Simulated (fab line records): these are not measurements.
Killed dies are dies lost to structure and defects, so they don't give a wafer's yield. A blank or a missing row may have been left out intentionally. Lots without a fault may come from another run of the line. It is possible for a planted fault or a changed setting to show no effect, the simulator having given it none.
fab line records | flow nandHarc
[record] lots = 6 | wafers = 18 | lastDay = 32
route steps=1302 shown P_M0@278 P_M1@285 END@1302
lots that met no fault: taken from a fault-free run of the same line
startH: hours from the record's first day to the start of the lot's first wafer shown | waitH: hours since the lot's step before | " same as the row above | L1.1+2: several wafers, shown together as one row | - either no value or no given start | * or withheld: withheld | < > ~ a bound
route shown NAME@n: a module of which the file shows steps, and the number in the route of the first | usual: mean/standard deviation of fault-free wafers | same: alike in all rows | chamber/n: place in a boat | sites: each site's reading | _std_site: their standard deviation | _edge_site: inner sites' mean taken away from outer sites' mean | radiusMm: how far each site lies from the wafer's centre | mask NAME#n: copy n | behind: tool/chamber where the wafer was last shaped | hold: reason for holding the lot/hours on hold/outcome of the hold | device: the n, p or np transistor that did not switch | end of line: the same wafers' tests at the end of the route | a step without rows: its recipe alone | killed: the dies lost at the first sort to structure and to defects; this is not the yield of the wafer | map: per-die view of a wafer (x killed, . not killed, _ where there is no die)
set.NAME: the setting the step ran with; set.NAME@STEP: the setting that earlier step ran with | model.NAME: the simulator's own value behind a step, which no gauge read
a table for each step, a row for each wafer; lots at some steps of the route
services: a tool's chamber out of use, with start hour (startH, from the record's first day; less than 0 if before it), hours out, and reason
[[steps]]
[step NHARC_P_M0_CMP_23]
[recipe] tOverpolishS = 20 | targetThkNm = 117.54
[usual] motorCurrentA = 12.2/1.4 | padLifeWafers = 176/100 | timeToEndpointS = 26.3/2.1
[same] tOverpolishS = 20
lot.wafer | tool   | chamber | startH | waitH | motorCurrentA | padLifeWafers | timeToEndpointS
L317.2    | cmp-04 | 0       | 127.72 | -     | 10.4          | 19            | 26.6
L317.6    | "      | 3       | "      | "     | 10.7          | -             | 25.3
L317.5    | "      | 0       | "      | "     | 10.4          | -             | 24.3
L319.1    | cmp-03 | 1       | 151.47 | -     | 10.4          | 324           | 28.0
L319.4    | "      | 3       | "      | "     | 11.9          | 326           | 27.6
L319.6    | "      | 2       | "      | "     | 12.7          | -             | 26.5
L324.2    | cmp-03 | 0       | 207.12 | -     | 14.7          | 163           | 24.0
L324.4    | "      | 2       | "      | "     | 12.0          | 165           | 24.9
L324.5    | "      | 3       | "      | "     | 11.9          | -             | 27.5
L336.4    | cmp-03 | 3       | 310.57 | -     | 12.6          | 170           | 28.0
L336.3    | "      | 0       | "      | "     | 15.8          | 171           | 28.2
L336.6    | "      | 1       | "      | "     | 11.5          | -             | 25.8
L337.4    | cmp-04 | 1       | 320.26 | -     | 14.0          | 25            | 30.1
L337.1    | "      | 3       | "      | "     | 10.9          | 27            | 27.5
L337.6    | "      | 0       | "      | "     | 10.9          | -             | 28.0
L338.4    | cmp-02 | 0       | 344.75 | -     | 12.3          | 25            | 26.4
L338.6    | "      | 3       | "      | "     | 13.3          | -             | 28.8
L338.5    | "      | 0       | "      | "     | 11.7          | -             | 28.0
[step NHARC_P_M0_THK_MEAS_24]
[recipe] thkMeasGauge = xrf
[usual] thkNm = 117.0/1.4
lot.wafer | tool         | chamber | startH | waitH | thkNm
L317.2    | filmMetro-02 | -       | 128.00 | -     | 115.3
L317.5    | "            | -       | "      | "     | 116.2
L317.6    | "            | -       | "      | "     | 117.6
L319.1    | filmMetro-01 | -       | 151.78 | -     | 116.1
L319.4    | "            | -       | "      | "     | 114.6
L319.6    | "            | -       | "      | "     | 117.5
L324.2    | filmMetro-02 | -       | 207.41 | -     | 116.9
L324.4    | "            | -       | "      | "     | 116.1
L324.5    | "            | -       | "      | "     | 119.7
L336.3    | filmMetro-01 | -       | 310.83 | -     | 117.5
L336.4    | "            | -       | "      | "     | 117.5
L336.6    | "            | -       | "      | "     | 114.3
L337.1    | filmMetro-01 | -       | 320.54 | -     | 118.5
L337.4    | "            | -       | "      | "     | 119.0
L337.6    | "            | -       | "      | "     | 118.8
L338.4    | filmMetro-02 | -       | 345.04 | -     | 119.0
L338.5    | "            | -       | "      | "     | 118.5
L338.6    | "            | -       | "      | "     | 117.5
[step NHARC_P_M0_SRD_25]
[step NHARC_P_M0_INSPECT_27]
[usual] rawDefectCount = 311/130
lot.wafer | tool             | chamber | startH | waitH | rawDefectCount
L317.2    | defectInspect-01 | -       | 128.16 | 0.0   | 339
L317.5    | "                | -       | "      | "     | 290
L317.6    | "                | -       | "      | "     | 524
L319.1    | defectInspect-01 | -       | 151.95 | 0.0   | 234
L319.4    | "                | -       | "      | "     | 234
L319.6    | "                | -       | "      | "     | 239
L324.2    | defectInspect-01 | -       | 207.56 | 0.0   | 400
L324.4    | "                | -       | "      | "     | 418
L324.5    | "                | -       | "      | "     | 638
L336.3    | defectInspect-02 | -       | 310.99 | 0.0   | 516
L336.4    | "                | -       | "      | "     | 601
L336.6    | "                | -       | "      | "     | 726
L337.1    | defectInspect-01 | -       | 320.70 | 0.0   | 118
L337.4    | "                | -       | "      | "     | 337
L337.6    | "                | -       | "      | "     | 285
L338.4    | defectInspect-01 | -       | 345.21 | 0.0   | 359
L338.5    | "                | -       | "      | "     | 309
L338.6    | "                | -       | "      | "     | 265
[step NHARC_P_M0_PRE_CLEAN_31]
[recipe] timeS = 12 | tempC = 370 | rfPowerW = 300 | gas = NH3
[usual] heaterPowerW = 628/68 | susceptorTempC = 370.05/0.21
lot.wafer | tool     | chamber | startH | waitH | heaterPowerW | susceptorTempC
L317.2    | pecvd-02 | 0       | 128.41 | 0.2   | 598          | 370.01
L317.5    | "        | 2       | "      | "     | 720          | 370.03
L317.6    | "        | 0       | "      | "     | 605          | 369.87
L319.1    | pecvd-04 | 1       | 152.04 | 0.1   | 515          | 370.32
L319.4    | "        | 0       | "      | "     | 551          | 370.03
L319.6    | "        | 1       | "      | "     | 535          | 370.36
L324.2    | pecvd-01 | 2       | 207.66 | 0.1   | 664          | 369.83
L324.4    | "        | 1       | "      | "     | 694          | 369.81
L324.5    | "        | 2       | "      | "     | 650          | 370.28
L336.3    | pecvd-04 | 0       | 311.05 | 0.1   | 577          | 369.74
L336.4    | "        | 0       | "      | "     | 574          | 369.74
L336.6    | "        | 1       | "      | "     | 630          | 370.01
L337.1    | pecvd-04 | 1       | 320.77 | 0.1   | 563          | 370.22
L337.4    | "        | 2       | "      | "     | 675          | 370.07
L337.6    | "        | 0       | "      | "     | 624          | 369.84
L338.5    | pecvd-04 | 2       | 345.32 | 0.1   | 639          | 370.04
L338.4    | "        | 0       | "      | "     | 553          | 370.00
L338.6    | "        | 1       | "      | "     | 591          | 370.22
[step NHARC_P_M0_DEP_32]
[recipe] targetThkA = 300 | tempC = 370 | targetThkNm = 30 | pressureTorr = 3 | flowSccm = 200 | rfW = 450 | material = SiCN
[usual] heaterPowerW = 578/77 | susceptorTempC = 369.99/0.21
lot.wafer | tool     | chamber | startH | waitH | heaterPowerW | susceptorTempC
L317.2    | pecvd-02 | 0       | 128.52 | 0.1   | 625          | 370.39
L317.5    | "        | 2       | "      | "     | 674          | 369.94
L317.6    | "        | 0       | "      | "     | 628          | 370.25
L319.1    | pecvd-04 | 1       | 152.18 | 0.1   | 583          | 369.97
L319.4    | "        | 0       | "      | "     | 555          | 370.29
L319.6    | "        | 1       | "      | "     | 569          | 370.15
L324.2    | pecvd-01 | 2       | 207.80 | 0.1   | 596          | 369.94
L324.4    | "        | 1       | "      | "     | 675          | 370.20
L324.5    | "        | 2       | "      | "     | 601          | 369.93
L336.3    | pecvd-04 | 0       | 311.13 | 0.1   | 569          | 370.19
L336.4    | "        | 0       | "      | "     | 547          | 370.62
L336.6    | "        | 1       | "      | "     | 555          | 369.94
L337.1    | pecvd-04 | 1       | 320.84 | 0.1   | 497          | 369.89
L337.4    | "        | 2       | "      | "     | 708          | 370.16
L337.6    | "        | 0       | "      | "     | 536          | 370.10
L338.5    | pecvd-04 | 2       | 345.49 | 0.2   | 619          | 369.75
L338.4    | "        | 0       | "      | "     | 563          | 369.87
L338.6    | "        | 1       | "      | "     | 494          | 369.84
[step NHARC_P_M1_DEP_00]
[recipe] targetThkA = 1825 | targetThkNm = 182.5 | tempC = withheld | pressureTorr = 5 | flowSccm = 200 | rfW = 600 | material = SiOC
[step NHARC_P_M1_DEHYDRATE_01]
[recipe] tempC = 150 | timeS = 120
[step NHARC_P_M1_HMDS_02]
[recipe] timeS = 30
[step NHARC_P_M1_COAT_34]
[recipe] tempC = 200 | timeS = 65
[step NHARC_P_M1_COAT_03]
[recipe] spinRpm = 1500 | resistThkNm = 90
[step NHARC_P_M1_SOFTBAKE_04]
[recipe] tempC = 105 | timeS = 55
[usual] heaterPowerTotalW = 188.45/0.14 | resistLineTempC = 22.98/0.093
lot.wafer | tool          | chamber | startH | waitH | heaterPowerTotalW | resistLineTempC
L317.2    | lithoTrack-06 | 0       | 129    | -     | 188.71            | 22.96
L317.5    | "             | 0       | "      | "     | 188.48            | 23.05
L317.6    | "             | 0       | "      | "     | 188.41            | 23.00
L319.1    | lithoTrack-04 | 0       | 152    | -     | 188.33            | 22.81
L319.4    | "             | 0       | "      | "     | 188.62            | 22.89
L319.6    | "             | 0       | "      | "     | 188.46            | 22.95
L324.2    | lithoTrack-01 | 0       | 208    | -     | 188.39            | 23.03
L324.4    | "             | 0       | "      | "     | 188.38            | 23.00
L324.5    | "             | 0       | "      | "     | 188.33            | 23.05
L336.3    | lithoTrack-04 | 0       | 311    | -     | 183.30            | 23.17
L336.4    | "             | 0       | "      | "     | 183.07            | 23.03
L336.6    | "             | 0       | "      | "     | 183.05            | 23.13
L337.1    | lithoTrack-04 | 0       | 321    | -     | 183.19            | 22.95
L337.4    | "             | 0       | "      | "     | 183.29            | 22.98
L337.6    | "             | 0       | "      | "     | 183.14            | 22.89
L338.4    | lithoTrack-01 | 0       | 346    | -     | 188.70            | 22.88
L338.5    | "             | 0       | "      | "     | 188.50            | 22.91
L338.6    | "             | 0       | "      | "     | 188.42            | 22.89
[step NHARC_P_M1_EBR_05]
[step NHARC_END_SORT_01]
[recipe] tempC = 25
[usual] defectLimitedYield = 92.0/2.6 | killedAtArray = 49/18 | killedAtOther = 0.8/1 | killedAtPeriphery = 4.2/2.8 | killedDies = 54/18 | killedOpen = 3.0/1.7 | killedShort = 2.5/1.6 | sort_bin_2_pct = 2.8/1.2 | sort_bin_3_pct = 0.6/0.37 | sort_bin_4_pct = 4.6/1.5 | sortNPass = 623/18 | sortRimYieldPct = 92/4.2 | sortYieldPct = 92.0/2.6
[same] grossDies = 677 | sort_bin_5_pct[%] = 0 | sort_bin_6_pct[%] = 0 | sort_bin_7_pct[%] = 0 | sort_bin_8_pct[%] = 0 | sortRimNGross = 106.00
lot.wafer | tool      | chamber | startH | waitH | defectLimitedYield[%] | killedAtArray | killedAtOther | killedAtPeriphery | killedDies | killedOpen | killedShort | sort_bin_2_pct[%] | sort_bin_3_pct[%] | sort_bin_4_pct[%] | sortNPass | sortRimYieldPct[%] | sortYieldPct[%]
L324.2    | prober-01 | 0       | 648.43 | 2.8   | 95.6                  | 26            | 1             | 3                 | 30         | 2          | 2           | 1.5               | 0.6               | 2.4               | 647       | 91                 | 95.6
L324.4    | prober-01 | 0       | 650.03 | 3.4   | 92.5                  | 44            | 2             | 5                 | 51         | 7          | 2           | 3.4               | 0.3               | 3.8               | 626       | 91                 | 92.5
L324.5    | prober-01 | 0       | 650.83 | 3.7   | 93.4                  | 42            | 3             | 0                 | 45         | 4          | 4           | 2.1               | 0.3               | 4.3               | 632       | 92                 | 93.4
L337.1    | prober-01 | 0       | 769.58 | 2.5   | 92.3                  | 48            | 0             | 4                 | 52         | 1          | 0           | 2.2               | 0.6               | 4.9               | 625       | 92                 | 92.3
L337.4    | prober-01 | 0       | 771.98 | 3.4   | 93.2                  | 42            | 0             | 4                 | 46         | 0          | 2           | 3.4               | 0.4               | 3.0               | 631       | 89                 | 93.2
L337.6    | prober-01 | 0       | 773.58 | 4.0   | 89.8                  | 64            | 0             | 5                 | 69         | 1          | 2           | 4.4               | 0.4               | 5.3               | 608       | 93                 | 89.8
// killed by level:class
L324.2 A_SLIT:chamberFilmFlake=13 A_DECK1_JOINT:chamberFilmFlake=2 A_CHANNEL_HOLE_D2:chamberFilmFlake=2 A_WL_FILL:chamberFilmFlake=2 P_STI:geometricParticle:short=1 P_M0:geometricParticle:open=1 A_DECK1_JOINT:geometricParticle:open=1 A_CHANNEL_FILL_D2:geometricParticle:short=1
L324.4 A_SLIT:chamberFilmFlake=14 A_CHANNEL_HOLE_D2:chamberFilmFlake=12 A_CHANNEL_HOLE_D1:chamberFilmFlake=3 A_WL_FILL:chamberFilmFlake=3 A_ONON_D2:geometricParticle:open=2 A_STAIRCASE:chamberFilmFlake=2 P_CONTACT:geometricParticle:open=1 P_M0:geometricParticle:open=1
L324.5 A_CHANNEL_HOLE_D2:chamberFilmFlake=13 A_SLIT:chamberFilmFlake=12 A_CHANNEL_HOLE_D2:geometricParticle:short=2 A_CHANNEL_FILL_D2:geometricParticle:short=2 A_CHANNEL_HOLE_D1:chamberFilmFlake=2 A_DECK1_JOINT:chamberFilmFlake=2 A_WL_FILL:chamberFilmFlake=2 THIN_TSV:chamberFilmFlake=2
L337.1 A_CHANNEL_HOLE_D1:chamberFilmFlake=15 A_CHANNEL_HOLE_D2:chamberFilmFlake=12 A_SLIT:chamberFilmFlake=7 A_CONTACT:chamberFilmFlake=6 A_STAIRCASE:chamberFilmFlake=5 P_GATE:chamberFilmFlake=4 A_SGD_CUT:chamberFilmFlake=2 A_CHANNEL_FILL_D1:geometricParticle:open=1
L337.4 A_CHANNEL_HOLE_D2:chamberFilmFlake=10 A_SLIT:chamberFilmFlake=10 A_CONTACT:chamberFilmFlake=8 A_CHANNEL_HOLE_D1:chamberFilmFlake=6 A_STAIRCASE:chamberFilmFlake=4 A_ONON_D1:geometricParticle:short=2 P_GATE:chamberFilmFlake=2 P_BONDPAD:chamberFilmFlake=2
L337.6 A_CHANNEL_HOLE_D2:chamberFilmFlake=22 A_SLIT:chamberFilmFlake=11 A_CHANNEL_HOLE_D1:chamberFilmFlake=11 A_STAIRCASE:chamberFilmFlake=7 A_CONTACT:chamberFilmFlake=7 P_GATE:chamberFilmFlake=3 A_SGD_CUT:chamberFilmFlake=3 P_STI:chamberFilmFlake=2
[[services]]
tool          | chamber | startH | hours | kind
pecvd-04      | -       | 103.95 | 13.0  | pm
cmp-04        | -       | 111.05 | 4.0   | pm
cmp-04        | -       | 116.12 | 4.6   | repair
pecvd-01      | -       | 120.76 | 21.3  | repair
pecvd-01      | -       | 142.07 | 13.0  | pm
lithoTrack-01 | -       | 155.00 | 7.0   | pm
cmp-03        | -       | 162.26 | 4.0   | pm
cmp-03        | -       | 167.10 | 0.3   | repair
lithoTrack-04 | -       | 203.00 | 7.0   | pm
pecvd-01      | -       | 206.39 | 1.0   | repair
cmp-04        | -       | 206.40 | 1.1   | repair
cmp-03        | -       | 208.98 | 2.1   | repair
cmp-04        | -       | 209.05 | 4.0   | pm
cmp-03        | -       | 213.48 | 6.9   | repair
pecvd-02      | -       | 227.18 | 13.0  | pm
cmp-03        | -       | 237.57 | 1.0   | repair
cmp-03        | -       | 252.52 | 0.3   | repair
pecvd-02      | 2       | 258.34 | 4.6   | repair
cmp-03        | -       | 260.26 | 4.0   | pm
pecvd-02      | -       | 264.57 | 0.8   | repair
pecvd-01      | -       | 264.74 | 2.4   | repair
cmp-03        | -       | 282.06 | 4.3   | repair
pecvd-04      | -       | 284.95 | 13.0  | pm
cmp-04        | -       | 296.77 | 0.6   | repair
[[key]]
[firstSign] step = NHARC_P_M1_SOFTBAKE_04 | reading = heaterPowerTotalW | direction = down | sigmas = 37 | usual = * | struck = *
effect none on later readings
metAt NHARC_P_M1_SOFTBAKE_04
struckWafers L336.3,L336.4,L336.6,L337.1,L337.4,L337.6
onsetBetween 152 311
[fault] kind = processParameterDrift | tool = lithoTrack-04 | chamber = - | onsetH = 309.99 | steps = NHARC_P_M1_SOFTBAKE_04 | channel = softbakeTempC | offset = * | shape = step | endH = 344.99 | actsIn = * | stated = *
